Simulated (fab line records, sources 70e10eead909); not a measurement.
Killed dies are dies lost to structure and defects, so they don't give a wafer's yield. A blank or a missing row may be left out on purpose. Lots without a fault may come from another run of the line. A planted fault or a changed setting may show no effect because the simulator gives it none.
fab line records | flow nand_harc
record lots=11 wafers=33 last_day=24
route steps=1159 shown P_STI@87 P_GATE@155 END@1159
lots that met no fault: from a run of the same line without faults
start_h: hours from the record's first day to the start of the lot's first wafer shown | wait_h: hours since the lot's step before | " the same as in the row above | L1.1+2: a row that stands for several wafers | - no value, or no start given | * or withheld: withheld | < > ~ a bound
route shown NAME@n: a module of which the file shows steps, and the number in the route of the first | usual: mean/standard deviation of fault-free wafers | same: alike in all rows | chamber/n: place in a boat | sites: the reading at each site | _std_site: their standard deviation | _edge_site: outer sites' mean less inner sites' | radius_mm: how far each site lies from the wafer's centre | mask NAME#n: copy n | behind: the tool/chamber that last shaped the wafer | hold: why the lot was held/for how many hours/how that ended | device: the transistor (n, p or np) that didn't switch | end of line: the same wafers' tests at the end of the route | a step without rows: its recipe alone | killed: dies lost to structure and defects at the first sort, not the wafer's yield | map: a wafer's dies, x killed, . not, _ none there
set.NAME: the setting as run; set.NAME@STEP: as run at that earlier step | model.NAME: the simulator's own value behind a step, which no gauge read
steps of the route over a sample of lots; a table a step, a row a wafer
services: from which hour (start_h, from the record's first day; less than 0 if before it) a tool's chamber was out of use, for how many hours, and why
## steps
# step NHARC_P_STI_DESCUM_14
# recipe time_s=3 o2_flow_sccm=200 ar_flow_sccm=0 bias_power_w=0 chemistry=O2
# usual drypump_motor_current_A=5.7/0.43 oes_product_au=0.996/0.012 rf_vpp_V=57.7/0.9 showerhead_plenum_p_Torr=1.90/0.08 throttle_valve_pct=11.311/0.0099
# columns lot.wafer tool chamber start_h wait_h drypump_motor_current_A oes_product_au rf_hours_counter_h rf_vpp_V showerhead_plenum_p_Torr throttle_valve_pct
L212.1 rie_diel-04 3 39.61 - 6.0 0.991 3.4 57.6 1.86 11.302
L212.4 " 1 " " 5.6 0.989 3.5 57.4 1.90 11.319
L212.6 " 3 " " 6.0 0.990 - 58.0 1.86 11.318
L215.2 rie_diel-04 1 60.59 - 5.6 0.982 4.5 56.2 1.90 11.319
L215.6 " 0 " " 6.3 0.998 - 57.9 1.83 11.292
L215.4 " 1 " " 5.6 0.986 - 59.4 1.90 11.318
L216.3 rie_diel-13 1 65.21 - 5.2 0.983 2.9 58.2 1.86 11.327
L216.4 " 2 " " 5.3 1.012 3.9 57.9 2.05 11.329
L216.5 " 1 " " 5.2 0.988 - 57.9 1.86 11.306
L217.3 rie_diel-08 2 71.87 - 6.2 1.006 7.5 57.5 1.80 11.320
L217.4 " 1 " " 5.4 1.015 7.0 56.8 1.84 11.309
L217.6 " 3 " " 6.4 0.982 - 57.2 1.94 11.296
L219.1 rie_diel-13 1 84.23 - 5.2 0.988 3.4 58.0 1.86 11.296
L219.6 " 1 " " 5.2 0.981 - 57.4 1.86 11.305
L219.5 " 2 " " 5.3 1.000 - 58.1 2.05 11.306
L224.2 rie_diel-04 2 109.26 - 5.5 1.001 6.7 56.8 1.78 11.312
L224.6 " 2 " " 5.5 0.993 - 57.7 1.78 11.332
L224.5 " 3 " " 5.9 0.994 - 57.2 1.86 11.306
L226.1 rie_diel-04 3 128.92 - 6.0 1.007 0.5 56.9 1.86 11.306
L226.4 " 3 " " 6.0 1.001 - 57.7 1.86 11.327
L226.5 " 1 " " 5.6 1.000 - 57.7 1.90 11.304
L228.3 rie_diel-04 3 138.78 - 6.0 1.013 0.8 55.5 1.86 11.308
L228.4 " 2 " " 5.5 0.980 0.4 55.4 1.78 11.306
L228.5 " 0 " " 6.3 1.001 - 56.2 1.83 11.324
L229.3 rie_diel-08 2 146.27 - 6.2 1.000 1.5 58.1 1.80 11.304
L229.4 " 1 " " 5.4 1.022 1.7 57.5 1.83 11.312
L229.6 " 3 " " 6.4 1.005 - 56.1 1.94 11.316
L231.4 rie_diel-08 2 157.76 - 6.2 0.988 2.7 58.2 1.80 11.315
L231.2 " 3 " " 6.4 0.988 1.7 57.5 1.94 11.325
L231.3 " 0 " " 5.8 0.999 2.7 58.9 2.01 11.296
L233.3 rie_diel-13 3 167.06 - 5.1 1.003 1.5 57.7 1.93 11.332
L233.4 " 0 " " 5.8 0.981 1.5 58.7 1.98 11.300
L233.5 " 3 " " 5.1 1.009 - 57.6 1.93 11.305
# step NHARC_P_GATE_ALD_36
# recipe target_thk_a=200 pulse_time_s=60 ald_cycles=223 temp_c=400 material=SiNx
# usual ald_cycles=223/0 heater_power_w=815/72 precursor_pulse_height_rel=1.003/0.022
# columns lot.wafer tool chamber start_h wait_h ald_cycles heater_power_w precursor_pulse_height_rel
L212.4 ald_sin-03 3 90.88 - 223 727 0.997
L212.1 " 1 92.99 - 223 659 1.013
L212.6 " 0 96.15 - 223 863 1.002
L215.2 ald_sin-01 3 112.17 - 223 794 1.032
L215.6 " 0 113.58 - 223 766 0.970
L215.4 " 2 115.00 - 223 729 0.997
L217.4 ald_sin-03 0 120.89 - 223 868 1.029
L217.3 " 3 124.06 - 223 761 0.988
L217.6 " 1 126.18 - 223 670 0.996
L216.3 ald_sin-01 2 122.34 - 223 735 1.012
L216.4 " 3 123.39 - 223 815 0.999
L216.5 " 1 125.51 - 223 914 1.021
L219.1 ald_sin-03 2 139.17 - 223 805 1.038
L219.5 " 2 143.40 - 223 796 1.025
L219.6 " 3 144.46 - 223 747 0.981
L224.2 ald_sin-01 1 166.74 - 208 891 1.032
L224.6 " 1 170.96 - 208 885 1.030
L224.5 " 2 172.01 - 208 733 1.005
L226.1 ald_sin-01 3 187.72 - 208 848 1.005
L226.4 " 1 189.75 - 208 894 0.949
L226.5 " 2 190.76 - 208 717 0.995
L228.4 ald_sin-02 3 193.80 - 223 866 0.983
L228.3 " 2 196.93 - 223 949 1.001
L228.5 " 0 199.01 - 223 899 1.027
L229.3 ald_sin-03 1 200.07 - 223 682 1.015
L229.4 " 3 202.16 - 223 720 0.981
L229.6 " 1 204.26 - 223 673 0.998
L231.3 ald_sin-02 3 213.91 - 223 861 0.979
L231.4 " 1 216.05 - 223 861 1.017
L231.2 " 2 217.13 - 223 907 1.020
L233.4 ald_sin-03 1 221.08 - 223 682 0.976
L233.3 " 2 222.13 - 223 808 1.032
L233.5 " 1 225.27 - 223 705 1.024
# step NHARC_P_GATE_ETCHBACK_37
# recipe target_depth_a=345 time_s=17.2 chf3_flow_sccm=50 o2_flow_sccm=10 ar_flow_sccm=200 rf_w=500 bias_w=200 chemistry=CHF3/O2
# usual drypump_motor_current_A=5.6/0.4 oes_product_au=0.95/0.035 rf_vpp_V=371.0/2.4 showerhead_plenum_p_Torr=2.42/0.1 throttle_valve_pct=20.572/0.0082
# columns lot.wafer tool chamber start_h wait_h drypump_motor_current_A oes_product_au rf_hours_counter_h rf_vpp_V showerhead_plenum_p_Torr throttle_valve_pct
L212.4 rie_diel-11 3 - - 5.6 0.91 15 374.6 2.57 20.571
L212.1 " 0 " " 5.1 0.92 11 369.1 2.28 20.582
L212.6 " 3 " " 5.6 0.92 - 374.3 2.57 20.565
L215.4 rie_diel-06 2 - - 5.0 0.94 19 373.3 2.48 20.569
L215.2 " 3 " " 6.1 0.93 20 371.7 2.45 20.575
L215.6 " 1 " " 6.1 0.93 - 370.2 2.35 20.570
L217.3 rie_diel-09 1 - - 5.8 0.93 16 371.4 2.46 20.561
L217.4 " 0 " " 4.8 0.92 15 371.4 2.41 20.586
L217.6 " 1 " " 5.8 0.93 - 372.2 2.46 20.571
L216.3 rie_diel-11 3 - - 5.6 0.93 23 374.7 2.57 20.581
L216.4 " 1 " " 5.7 0.93 22 372.4 2.51 20.575
L216.5 " 3 " " 5.6 0.93 - 374.5 2.57 20.574
L219.1 rie_diel-06 2 - - 5.0 0.94 29 371.2 2.48 20.585
L219.6 " 3 " " 6.1 0.93 - 371.0 2.45 20.587
L219.5 " 0 " " 5.6 0.93 - 368.1 2.26 20.574
L224.2 rie_diel-11 2 - - 5.4 0.92 30 371.0 2.51 20.576
L224.6 " 0 " " 5.1 0.94 - 367.1 2.28 20.574
L224.5 " 1 " " 5.7 0.93 - 371.1 2.51 20.565
L226.4 rie_diel-06 2 - - 5.0 0.94 48 370.8 2.47 20.574
L226.1 " 3 " " 6.1 1.00 39 371.1 2.44 20.580
L226.5 " 1 " " 6.1 0.92 - 368.6 2.34 20.577
L228.4 rie_diel-06 1 - - 6.1 0.92 49 369.6 2.34 20.572
L228.3 " 2 " " 5.0 0.93 50 372.1 2.47 20.562
L228.5 " 2 " " 5.0 0.94 - 372.3 2.47 20.574
L229.4 rie_diel-11 3 - - 5.6 1.01 2 374.1 2.56 20.574
L229.3 " 0 " " 5.1 0.99 1 368.9 2.28 20.577
L229.6 " 0 " " 5.1 1.01 - 367.1 2.28 20.557
L231.3 rie_diel-06 1 - - 6.0 0.99 57 369.5 2.34 20.569
L231.4 " 2 " " 5.0 1.01 57 372.4 2.46 20.577
L231.2 " 3 " " 6.1 1.01 49 372.1 2.44 20.583
L233.3 rie_diel-06 3 - - 6.1 1.02 51 371.2 2.44 20.563
L233.4 " 0 " " 5.6 1.00 58 366.6 2.25 20.575
L233.5 " 3 " " 6.1 1.01 - 370.6 2.44 20.554
# step NHARC_P_GATE_DESCUM_61
# recipe time_s=3 o2_flow_sccm=200 ar_flow_sccm=0 bias_power_w=0 chemistry=O2
# usual drypump_motor_current_A=5.6/0.41 oes_product_au=1.003/0.0083 rf_vpp_V=57.9/0.87 showerhead_plenum_p_Torr=1.94/0.083 throttle_valve_pct=11.311/0.0096
# columns lot.wafer tool chamber start_h wait_h drypump_motor_current_A oes_product_au rf_hours_counter_h rf_vpp_V showerhead_plenum_p_Torr throttle_valve_pct
L212.1 rie_diel-11 0 103.52 - 5.1 1.011 11 56.4 1.81 11.312
L212.4 " 1 " " 5.7 1.004 15 56.3 2.00 11.307
L212.6 " 3 " " 5.6 0.996 - 58.9 2.05 11.315
L215.4 rie_diel-09 3 123.95 - 6.4 0.991 13 57.7 1.96 11.305
L215.2 " 0 " " 4.8 1.003 14 56.9 1.92 11.326
L215.6 " 3 " " 6.4 0.994 - 58.6 1.97 11.299
L217.4 rie_diel-06 0 133.25 - 5.6 1.009 20 57.5 1.80 11.299
L217.3 " 2 " " 5.0 1.019 22 58.2 1.98 11.316
L217.6 " 0 " " 5.6 1.004 - 55.9 1.80 11.290
L216.3 rie_diel-06 0 133.64 - 5.6 0.993 20 56.3 1.80 11.315
L216.4 " 1 " " 6.0 1.009 21 57.5 1.87 11.327
L216.5 " 3 " " 6.1 1.009 - 58.2 1.95 11.323
L219.1 rie_diel-06 0 152.03 - 5.6 0.992 28 58.2 1.80 11.318
L219.5 " 1 " " 6.0 0.988 - 57.1 1.87 11.309
L219.6 " 2 " " 5.0 1.009 - 58.2 1.97 11.307
L224.2 rie_diel-09 2 179.23 - 6.2 1.000 30 58.7 1.97 11.315
L224.6 " 0 " " 4.8 0.997 - 56.3 1.92 11.308
L224.5 " 1 " " 5.8 1.008 - 58.0 1.96 11.305
L226.1 rie_diel-11 2 198.86 - 5.4 0.996 0 57.6 2.00 11.316
L226.4 " 3 " " 5.6 1.002 0 59.3 2.05 11.311
L226.5 " 2 " " 5.4 1.006 - 59.5 2.00 11.311
L228.3 rie_diel-06 3 206.28 - 6.1 1.010 42 57.5 1.95 11.294
L228.4 " 0 " " 5.7 1.006 48 57.3 1.79 11.323
L228.5 " 3 " " 6.1 1.008 - 57.8 1.95 11.311
L229.4 rie_diel-11 3 211.64 - 5.6 1.008 2 57.5 2.05 11.284
L229.3 " 0 " " 5.1 1.000 2 57.9 1.81 11.317
L229.6 " 2 " " 5.4 0.993 - 57.9 2.00 11.321
L231.2 rie_diel-09 3 226.34 - 6.3 1.001 47 58.6 1.95 11.338
L231.4 " 0 " " 4.8 1.009 51 58.3 1.91 11.305
L231.3 " 1 " " 5.7 1.007 51 57.1 1.95 11.316
L233.3 rie_diel-11 0 233.36 - 5.1 0.998 5 59.1 1.81 11.315
L233.4 " 2 " " 5.4 0.994 5 57.1 2.00 11.309
L233.5 " 3 " " 5.6 1.008 - 56.6 2.05 11.308
# step NHARC_END_SORT_01
# recipe temp_c=25
# usual killed_at_array=26/11 killed_at_other=0.6/1 killed_at_periphery=3.1/2.1 killed_dies=30/11 killed_open=3.4/1.8 killed_short=2.1/1.5
# same gross_dies=677
# columns lot.wafer tool chamber start_h wait_h killed_at_array killed_at_other killed_at_periphery killed_dies killed_open killed_short
L219.1 prober-02 0 486.64 2.5 15 0 9 24 3 1
L219.5 prober-02 0 489.92 3.8 15 0 3 18 1 2
L219.6 prober-02 0 490.74 4.1 16 1 2 19 3 0
L228.3 prober-02 0 540.70 3.1 18 6 3 27 4 2
L228.4 prober-02 0 541.51 3.4 11 1 6 18 1 3
L228.5 prober-02 0 542.32 3.7 21 2 3 26 5 3
L231.2 prober-01 0 562.60 2.8 24 1 2 27 7 4
L231.3 prober-01 0 563.40 3.1 20 0 7 27 3 5
L231.4 prober-01 0 564.20 3.4 19 0 3 22 3 0
# killed by level:class
L219.1 A_WL_FILL:chamber_film_flake=4 P_GATE:chamber_film_flake=3 A_CHANNEL_HOLE_D1:chamber_film_flake=3 P_STI:chamber_film_flake=2 A_CHANNEL_FILL_D1:chamber_film_flake=2 A_CONTACT:chamber_film_flake=2 P_GATE:geometric_particle:open=1 P_CONTACT:geometric_particle:short=1
L219.5 P_GATE:chamber_film_flake=3 A_WL_FILL:chamber_film_flake=3 A_ZERO_WELL:chamber_film_flake=2 A_CHANNEL_HOLE_D1:chamber_film_flake=2 A_STAIRCASE:chamber_film_flake=2 A_CONTACT:chamber_film_flake=2 A_CONTACT:geometric_particle:short=1 A_CONTACT:geometric_particle:open=1
L219.6 A_CHANNEL_HOLE_D1:chamber_film_flake=5 A_WL_FILL:chamber_film_flake=2 A_ZERO_WELL:chamber_film_flake=2 A_CHANNEL_FILL_D1:chamber_film_flake=2 A_CONTACT:chamber_film_flake=2 P_M0:geometric_particle:open=1 A_SGD_CUT:geometric_particle:open=1 A_CONTACT:geometric_particle:open=1
L228.3 A_CHANNEL_HOLE_D1:chamber_film_flake=7 THIN_TSV:chamber_film_flake=6 A_CONTACT:chamber_film_flake=5 A_CONTACT:geometric_particle:open=2 P_CONTACT:chamber_film_flake=2 P_M0:geometric_particle:open=1 A_WL_FILL:geometric_particle:short=1 A_M0:geometric_particle:short=1
L228.4 A_CHANNEL_HOLE_D1:chamber_film_flake=5 P_M0:geometric_particle:short=2 P_CONTACT:chamber_film_flake=2 A_CONTACT:chamber_film_flake=2 P_M0:geometric_particle:open=1 A_SGD_CUT:geometric_particle:short=1 P_GATE:chamber_film_flake=1 A_STAIRCASE:chamber_film_flake=1
L228.5 A_CHANNEL_HOLE_D1:chamber_film_flake=5 A_STAIRCASE:chamber_film_flake=4 A_CONTACT:chamber_film_flake=3 P_CONTACT:chamber_film_flake=2 THIN_TSV:chamber_film_flake=2 P_GATE:geometric_particle:open=1 A_ONON_D1:geometric_particle:short=1 A_CHANNEL_FILL_D1:geometric_particle:short=1
L231.2 A_CHANNEL_HOLE_D1:chamber_film_flake=5 A_CONTACT:geometric_particle:open=3 A_STAIRCASE:chamber_film_flake=3 A_CONTACT:chamber_film_flake=3 P_CONTACT:geometric_particle:short=1 A_ONON_D1:geometric_particle:short=1 A_CHANNEL_HOLE_D1:geometric_particle:short=1 A_CHANNEL_FILL_D1:geometric_particle:open=1
L231.3 A_CHANNEL_HOLE_D1:chamber_film_flake=8 A_STAIRCASE:chamber_film_flake=5 P_GATE:chamber_film_flake=3 A_CONTACT:geometric_particle:open=2 A_CONTACT:chamber_film_flake=2 P_GATE:geometric_particle:open=1 P_GATE:geometric_particle:short=1 P_M0:geometric_particle:short=1
L231.4 A_CHANNEL_HOLE_D1:chamber_film_flake=7 A_CONTACT:chamber_film_flake=6 A_CONTACT:geometric_particle:open=2 P_ZERO_WELL:chamber_film_flake=2 A_SLIT:chamber_film_flake=2 A_WL_FILL:geometric_particle:open=1 P_GATE:chamber_film_flake=1 A_STAIRCASE:chamber_film_flake=1
## services
# columns tool chamber start_h hours kind
rie_diel-13 1 34.00 10.1 repair
rie_diel-11 1 39.34 4.9 repair
rie_diel-11 0 49.92 21.8 repair
rie_diel-04 3 53.44 14.2 repair
rie_diel-04 1 61.03 31.2 repair
rie_diel-06 - 64.20 9.0 pm
rie_diel-04 0 70.60 2.4 repair
ald_sin-03 - 73.51 0.6 repair
rie_diel-09 - 77.11 9.0 pm
rie_diel-06 0 101.13 2.3 repair
ald_sin-01 1 104.77 6.5 repair
rie_diel-09 - 106.78 0.4 repair
ald_sin-03 - 107.81 10.0 pm
rie_diel-04 - 111.92 9.0 pm
rie_diel-04 2 126.74 3.8 repair
rie_diel-09 - 139.59 0.7 repair
ald_sin-03 1 157.27 11.9 repair
rie_diel-06 3 166.94 16.7 repair
rie_diel-11 - 189.50 9.0 pm
ald_sin-03 2 209.82 5.5 repair
rie_diel-11 - 210.24 0.9 repair
rie_diel-09 - 214.98 1.6 repair
ald_sin-03 1 215.10 3.9 repair
rie_diel-04 - 222.09 0.6 repair
## key
first_sign step=NHARC_P_GATE_ALD_36 reading=ald_cycles direction=down sigmas=99+ usual=223 struck=208
effect none on later readings
met_at NHARC_P_GATE_ALD_36
struck_lots L224,L226
tester_left_out L224,L226
not_acting_at NHARC_P_STI_DESCUM_14,NHARC_P_GATE_ETCHBACK_37,NHARC_P_GATE_DESCUM_61
onset_between 122.34 166.74
fault kind=process_parameter_drift tool=ald_sin-01 chamber=- onset_h=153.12 steps=NHARC_P_GATE_ALD_36 channel=ald_cycles offset=-15 shape=step end_h=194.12 stated=223
# tester_left_out: of these lots the tester's yield and bins aren't shown, on N5 and GAA mostly nor the transistor test; their killed dies are dies lost to structure and defects alone, not to doping, threshold or leakage, so they don't give the yield
